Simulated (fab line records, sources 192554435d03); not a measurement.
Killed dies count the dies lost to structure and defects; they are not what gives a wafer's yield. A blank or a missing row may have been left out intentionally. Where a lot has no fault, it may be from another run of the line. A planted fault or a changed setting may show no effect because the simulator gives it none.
Split-lot experiment -- flow n5_finfet -- 21 wafers read from 7 lots, route of 1938 steps

## ON THE SPLIT
At N5_HKMG_FIN_ETCH_54 (etches SiARC in CF4, target depth 45.5 nm, time 75.8 s), the setting source_w was moved away from the recipe's 545 W on 7 of the 21 wafers read, by -12.8% to +13.0%. The other wafers ran this setting at the recipe's value.

The reading comes from the split's own step.

## THE READING
rf_vpp_V, in V, at N5_HKMG_FIN_ETCH_54 (etches SiARC in CF4, target depth 45.5 nm, time 75.8 s). A value of 183.8 V with a standard deviation of 1.1 V is what fault-free wafers of this fab line usually give.

wafer,"tool, chamber at the split","source_w as run, W",against the recipe,"rf_vpp_V, V",against lot-mates on the recipe
L074.2,"rie_diel-04, 2",545,recipe,186.0,-
L074.3,"rie_diel-04, 1",545,recipe,182.8,-
L074.5,"rie_diel-04, 1",589,+8.1%,179.2,-5.2
L076.1,"rie_diel-05, 2",545,recipe,183.7,-
L076.4,"rie_diel-05, 1",616.1,+13.0%,175.0,-8.7
L076.6,"rie_diel-05, 2",616.1,+13.0%,176.8,-6.9
L077.1,"rie_diel-05, 2",545,recipe,183.8,-
L077.3,"rie_diel-05, 1",545,recipe,183.1,-
L077.5,"rie_diel-05, 2",600.5,+10.2%,178.3,-5.1
L082.2,"rie_diel-06, 0",545,recipe,183.9,-
L082.3,"rie_diel-06, 2",545,recipe,184.5,-
L082.6,"rie_diel-06, 2",545,recipe,184.6,-
L086.1,"rie_diel-04, 1",478.1,-12.3%,192.0,+7.3
L086.2,"rie_diel-04, 0",545,recipe,184.4,-
L086.5,"rie_diel-04, 0",545,recipe,184.9,-
L091.1,"rie_diel-05, 3",545,recipe,184.1,-
L091.2,"rie_diel-05, 2",545,recipe,185.6,-
L091.6,"rie_diel-05, 0",545,recipe,182.6,-
L097.1,"rie_diel-05, 3",475.4,-12.8%,193.3,+11.7
L097.4,"rie_diel-05, 1",545,recipe,181.6,-
L097.5,"rie_diel-05, 2",475.4,-12.8%,191.7,+10.1

THE FIT
A straight line over all 21 wafers: rf_vpp_V changes by -0.633 V for each +1% of source_w; r = -0.97; the points scatter about the line by 1.1 V.
The same after taking each lot's own level away (the mean of its wafers on the recipe; 21 wafers): -0.678 V for each +1%; r = -0.97; scatter 1.2 V.
On that fit, the largest move of source_w shifts the reading by 8.8 V.
Across the lots, their own levels run from 181.60 to 184.65 V, a range of 2.8 times the standard deviation given above.
So the lot-to-lot level changes the slope little: the two slopes agree.
Check: for one of the wafers moved furthest among these (+13.0%), held out of the fit, the line's prediction against its lot-mates is -8.43 V. It came out at -8.7 V against them.
Tool readings at the split's step, against how far the setting was moved: rf_vpp_V r = -0.97.

## FILE'S OWN FIT
rf_vpp_V changes by -0.652 V for each +1% of source_w, r = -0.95.
